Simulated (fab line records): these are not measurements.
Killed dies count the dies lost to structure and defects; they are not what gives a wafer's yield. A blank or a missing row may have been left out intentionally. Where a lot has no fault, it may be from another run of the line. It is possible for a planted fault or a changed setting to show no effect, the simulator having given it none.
Problem report in the 8D (eight disciplines) form, filled by code    flow n5_finfet    the parts of the form that need people (team, actions taken, sign-off) are left out
Where a reading is given only as a bound, like >300, the bound stands for it, and a mean or a difference that rests on one is marked > or <: the true number lies beyond.

1. THE ISSUE
Wafers with no fault read 513 with a standard deviation of 150, whereas raw_defect_count at N5_BEOL_M0_SAQP_INSPECT_16 reads a mean of 1434 on 1 wafer of 1 lot. That puts it +6.1 standard deviations away from the usual mean.
The step: inspects for defects (brightfield).
First observed at day 7 06:31: wafer L870.4, on defect_inspect-01. The record holds 9 wafers of 3 lots with a number at this step. The rule behind "out" and "out of limits": a value lying over 4 standard deviations away from the usual mean. The rest of the wafers with a number are treated as sound.

2. WHAT IT IS, AND WHAT IT ISN'T
question                     is                 is not
which readings at this step  raw_defect_count   -
which lots                   L870               L868, L886
which wafers of those lots   L870.4             L870.1, L870.6
read on which gauges         defect_inspect-01  defect_inspect-02
when                         from day 7 06:31   up to then (5 sound wafers); but 3 sound wafers of L886 came after

3. SUSPECTS, AND WHAT RULES EACH OUT
Counting: a tool at a process step up to the reading stays a suspect if it ran every lot that is out. Sound lots after the first of them don't rule it out here, since some wafers of a struck lot are sound.
- the gauge at N5_BEOL_M0_SAQP_INSPECT_16: ruled out. All the wafers that are out were read on defect_inspect-01, but those of them that N5_BEOL_M0_CUTY_INSPECT_59 has rows for are out there too, on other tools.
- pecvd-04 at N5_BEOL_M0_SAQP_PECVD_97 (deposits SiNx from SiH4/NH3/N2, target thk 23 nm, time 19.9 s): kept. It ran the lot that is out, L870 (day 7 05:58); its last sound lot up to then is L868 (day 6 17:50).
- At N5_BEOL_M0_SAQP_PECVD_97, inside pecvd-04: chamber 1 took the wafers that are out, while their sound lot-mates went through chambers 0, 2.
Left after counting: pecvd-04 at N5_BEOL_M0_SAQP_PECVD_97.

4. THE CAUSE (what the simulator had put in)
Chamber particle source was pecvd-04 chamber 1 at N5_BEOL_M0_SAQP_PECVD_97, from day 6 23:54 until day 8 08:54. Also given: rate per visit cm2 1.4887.
After counting, this tool was the only one left.

5. THE CHAIN OF EFFECTS, in route order
One row per reading whose mean, taken over the struck wafers that have a number, lies over 3 standard deviations from the usual. Readings are gone through only where the record gives a usual standard deviation; hours: the median, over the lots, of the time from a lot's start at the first step in this table giving one to that lot's start at this step; sigmas: the change measured in usual standard deviations.
hours  step                        reading               usual   on struck wafers  change  sigmas
0      N5_BEOL_M0_SAQP_INSPECT_16  raw_defect_count      513     1434              +921    +6.1
5      N5_BEOL_M0_SAQP_INSPECT_42  raw_defect_count      320     1286              +966    +9.7
7      N5_BEOL_M0_CUTY_INSPECT_59  raw_defect_count      2.2     >300              >+298   +99 or more
156    N5_PASSIVATION_PROBE_49     defect_limited_yield  91.4 %  80.5              -10.9   -7.3
156    N5_PASSIVATION_PROBE_49     killed_at_M0_to_M3    36      176               +140    +13
156    N5_PASSIVATION_PROBE_49     killed_dies           102     230               +128    +7.1
156    N5_PASSIVATION_PROBE_49     killed_on_rim         13      24                +11     +3.1
156    N5_PASSIVATION_PROBE_49     sort_bin_5_function   5.0 %   11.4              +6.4    +6.6
156    N5_PASSIVATION_PROBE_49     sort_n_pass           1078    950               -128    -6.7
156    N5_PASSIVATION_PROBE_49     sort_yield_pct        91.3 %  80.5              -10.8   -6.7
It contains these process steps:
- N5_PASSIVATION_PROBE_49
Later steps that measure or inspect, where all struck wafers having a row at the step show a number for every such reading and not one has moved that far: N5_BEOL_M4_RC_MEAS_101.

6. WHAT WOULD HAVE CAUGHT IT SOONER
Counted from the fault's start at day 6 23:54, it took 7 hours until the first out-of-limits reading at a measuring or inspecting step in this record, taken at day 7 06:31.
An alarm limit of 4 standard deviations would not have fired on the tool readings at N5_BEOL_M0_SAQP_PECVD_97 for which the record gives a usual standard deviation, since none of them was out on any struck wafer.
The start of N5_BEOL_M0_SAQP_PECVD_97 on pecvd-04 came by day 7 06:31 for every one of the lots that are out (1). Tool hold at that time: it would have spared none of them.
